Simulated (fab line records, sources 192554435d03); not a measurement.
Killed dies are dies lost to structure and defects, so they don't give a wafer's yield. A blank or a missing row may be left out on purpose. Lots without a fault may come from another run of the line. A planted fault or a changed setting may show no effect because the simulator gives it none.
Split-lot experiment | flow n5_finfet | 7 lots, 21 wafers read, on a route of 1938 steps

THE SPLIT
At N5_BEOL_M13_SPUTTER_43 (material TaN, target thk 15 nm, time 24.19 s), the setting time_s was moved away from the recipe's 24.19 s on 8 of the 21 wafers read, by -12.4% to +9.5%. The other wafers ran this setting at the recipe's value.

The reading is taken at the split's own step.

THE READING
TaN_of_BEOL_M13_SPUTTER_43.thk_nm (the simulator's own value, which no gauge read), in nm, at N5_BEOL_M13_SPUTTER_43 (material TaN, target thk 15 nm, time 24.19 s). The file gives no usual value for it. The 13 wafers here that ran the recipe average 15.1 nm, standard deviation 0.15 nm.

wafer  | tool, chamber at the split | time_s as run, s | against the recipe | TaN_of_BEOL_M13_SPUTTER_43.thk_nm, nm | against lot-mates on the recipe
L077.1 | pvd_sputter-03, -          | 24.19            | recipe             | 15.4                                  | -
L077.3 | pvd_sputter-03, -          | 24.19            | recipe             | 15.2                                  | -
L077.5 | pvd_sputter-03, -          | 25.56            | +5.7%              | 15.8                                  | +0.5
L079.1 | pvd_sputter-02, -          | 26.48            | +9.5%              | 16.4                                  | +1.2
L079.4 | pvd_sputter-02, -          | 26.48            | +9.5%              | 16.4                                  | +1.2
L079.2 | pvd_sputter-02, -          | 24.19            | recipe             | 15.2                                  | -
L083.4 | pvd_sputter-03, -          | 25.98            | +7.4%              | 16                                    | +1.2
L083.6 | pvd_sputter-03, -          | 25.98            | +7.4%              | 16                                    | +1.2
L083.5 | pvd_sputter-03, -          | 24.19            | recipe             | 14.8                                  | -
L084.2 | pvd_sputter-03, -          | 24.19            | recipe             | 15                                    | -
L084.3 | pvd_sputter-03, -          | 24.19            | recipe             | 15                                    | -
L084.5 | pvd_sputter-03, -          | 24.19            | recipe             | 15                                    | -
L086.2 | pvd_sputter-03, -          | 24.19            | recipe             | 15                                    | -
L086.4 | pvd_sputter-03, -          | 21.19            | -12.4%             | 13                                    | -2.1
L086.5 | pvd_sputter-03, -          | 24.19            | recipe             | 15.2                                  | -
L087.1 | pvd_sputter-02, -          | 22.91            | -5.3%              | 14.4                                  | -0.6
L087.3 | pvd_sputter-02, -          | 24.19            | recipe             | 15                                    | -
L087.6 | pvd_sputter-02, -          | 22.91            | -5.3%              | 14.2                                  | -0.8
L094.1 | pvd_sputter-01, -          | 24.19            | recipe             | 15.2                                  | -
L094.2 | pvd_sputter-01, -          | 24.19            | recipe             | 15.2                                  | -
L094.6 | pvd_sputter-01, -          | 24.19            | recipe             | 15                                    | -

THE FIT
A straight line over all 21 wafers: TaN_of_BEOL_M13_SPUTTER_43.thk_nm changes by +0.146 nm for each +1% of time_s; r = +0.98; the points scatter about the line by 0.15 nm.
The same after taking each lot's own level away (the mean of its wafers on the recipe; 21 wafers): +0.146 nm for each +1%; r = +0.98; scatter 0.14 nm.
On that fit, the largest move of time_s shifts the reading by 1.8 nm.
The lots' own levels span 14.80 to 15.30 nm, that is 3.4 times the standard deviation above.
So the lot-to-lot level changes the slope little: the two slopes agree.
Check: with one of the wafers moved furthest among these (-12.4%) left out of the fit, the line predicts -1.67 nm for it against its lot-mates. It came out at -2.1 nm against them.

OTHER SPLITS ON THESE WAFERS
These wafers also went through other splits before the reading. Each is held against what the fit with the lots' levels taken away leaves over:
other split on the same wafers | wafers away from the commonest value | r with TaN_of_BEOL_M13_SPUTTER_43.thk_nm (lot level and that fit taken away)
N5_BEOL_M10_COAT_64 spin_rpm   | 9                                    | -0.27
N5_BEOL_M11_VIA_ETCH_34 time_s | 11                                   | +0.08
N5_BEOL_M13_COAT_22 spin_rpm   | 2                                    | +0.14
N5_BEOL_M13_EXPOSE_25 dose_mj  | 6                                    | -0.31

THE FILE'S OWN FIT
TaN_of_BEOL_M13_SPUTTER_43.thk_nm changes by +0.147 nm for each +1% of time_s, r = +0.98.
